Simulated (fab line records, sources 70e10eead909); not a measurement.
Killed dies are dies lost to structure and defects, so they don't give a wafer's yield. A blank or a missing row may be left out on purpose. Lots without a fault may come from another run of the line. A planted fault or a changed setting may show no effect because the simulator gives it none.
A struck lot beside a sound one | flow nand_harc | 21 steps out of a route of 1302
Sound: wafers L626.2, L626.3, L626.6. Struck: wafers L629.2, L629.4, L629.5. The cause comes at the end.
At each step with rows: each side's tool, then ch and its chambers, then its first start. Under that, the readings that differ: sound wafers | struck wafers | difference of the means | sigmas: that difference in standard deviations of wafers without a fault.
alike: readings whose means differ by less than 2 such deviations, and words and numbers that are the same on both sides. not compared: withheld readings, readings that some wafer has no value for, bounds like >300 that may hide the same value, and numbers for which the record gives no deviation and whose values overlap.
The two part at a step that has a row with sigmas, a row that says differs or no value, or rows on one side only. Numbers that don't overlap but have no deviation are shown without sigmas and don't part them. A reading that every wafer of one side lacks parts them only if that side has two wafers or more.

NHARC_A_BLC_CVD_24: deposits W, target thk 150 nm, time 434 s.
  sound on cvd_w-02 ch 0,1; struck on cvd_w-01 ch 0
  reading            | sound       | struck      | difference | sigmas
  heater_power_w (W) | 481 497 525 | 394 390 402 | -106       | -2
  alike: throttle_valve_pct
NHARC_A_BLC_CMP_25: polishes, t overpolish 30 s, target thk 150 nm.
  sound on cmp-01 ch 0,1,2, day 28 17:10; struck on cmp-01 ch 0,3, day 29 00:23
  alike: motor_current_A, overpolish_run_s, time_to_endpoint_s
then, 1 step without rows for these wafers: NHARC_A_BLC_SRD_27.
NHARC_A_BLC_INSPECT_28:
  sound on defect_inspect-02, day 28 17:34; struck on defect_inspect-02, day 29 00:47
  alike: raw_defect_count
then, 7 steps without rows for these wafers: NHARC_A_M0_DEP_00 (deposits SiOC, target thk 150 nm); NHARC_A_M0_DEHYDRATE_01 (time 120 s); NHARC_A_M0_HMDS_02 (time 30 s); NHARC_A_M0_COAT_33 (time 65 s); NHARC_A_M0_COAT_03 (resist thk 90 nm); NHARC_A_M0_SOFTBAKE_04 (time 55 s); NHARC_A_M0_EBR_05.
NHARC_A_M0_EXPOSE_06: exposes mask A M0, target cd 80 nm.
  sound on arfi_scanner-03 ch 0, day 28 18:20; struck on arfi_scanner-01 ch 0, day 29 01:34
  reading              | sound             | struck            | difference | sigmas
  exposure_dose_mJ_cm2 | 83.31 83.28 83.31 | 60.56 60.72 60.70 | -22.64     | -99 or more
  alike: mask
then, 2 steps without rows for these wafers: NHARC_A_M0_PEB_07 (peb time 65 s); NHARC_A_M0_DEVELOP_08 (develop time 35 s).
NHARC_A_M0_CD_MEAS_09: target cd 80 nm.
  sound on cd_sem-02 ch 0, day 28 18:28; struck on cd_sem-01 ch 0, day 29 01:43
  reading    | sound          | struck         | difference | sigmas
  cd_nm (nm) | 81.1 80.8 79.7 | 58.9 59.6 60.1 | -21.0      | -36
NHARC_A_M0_OVL_MEAS_10: pitch 160 nm.
  sound on overlay-02, day 28 18:34; struck on overlay-01, day 29 01:47
  alike: overlay_x_nm, overlay_y_nm
NHARC_A_M0_INSPECT_11:
  sound on defect_inspect-02, day 28 18:35; struck on defect_inspect-02, day 29 01:50
  alike: raw_defect_count
NHARC_A_M0_DESCUM_14: chemistry O2, time 3 s.
  sound on rie_diel-02 ch 0,1,2, day 28 18:40; struck on rie_diel-02 ch 1,2, day 29 01:53
  reading               | sound             | struck           | difference | sigmas
  model.A_M0.cd_nm (nm) | 80.57 80.48 79.96 | 58.8 59.64 59.69 | -21.0      |
  alike: drypump_motor_current_A, oes_product_au, rf_vpp_V, showerhead_plenum_p_Torr, throttle_valve_pct
  not compared: rf_hours_counter_h
NHARC_A_M0_ETCH_34: etches the open film in N2/H2, target depth 40 nm, overetch 12 nm, time 43.94 s.
  sound on rie_diel-02 ch 0,2,3, day 28 18:44; struck on rie_diel-02 ch 1,2, day 29 01:59
  alike: drypump_motor_current_A, oes_product_au, rf_vpp_V, showerhead_plenum_p_Torr, throttle_valve_pct
  not compared: rf_hours_counter_h
NHARC_A_M0_ETCH_15: etches the open film in C4F8/Ar, target depth 150 nm, overetch 15 nm, time 82.5 s.
  sound on rie_diel-02 ch 0,1,3; struck on rie_diel-02 ch 1,2
  reading               | sound            | struck            | difference | sigmas
  model.A_M0.cd_nm (nm) | 80.5 80.38 79.96 | 58.66 59.58 59.48 | -21.04     |
  alike: oes_product_au, rf_vpp_V
  not compared: rf_hours_counter_h
NHARC_A_M0_CD_MEAS_16:
  sound on cd_sem-01, day 28 18:58; struck on cd_sem-01, day 29 02:13
  reading    | sound          | struck         | difference | sigmas
  cd_nm (nm) | 80.5 80.3 79.6 | 58.9 59.6 59.4 | -20.8      | -34

WHERE THEY PART
First at NHARC_A_BLC_CVD_24; last, within this record, at NHARC_A_M0_CD_MEAS_16.

WHY: what the simulator had put in
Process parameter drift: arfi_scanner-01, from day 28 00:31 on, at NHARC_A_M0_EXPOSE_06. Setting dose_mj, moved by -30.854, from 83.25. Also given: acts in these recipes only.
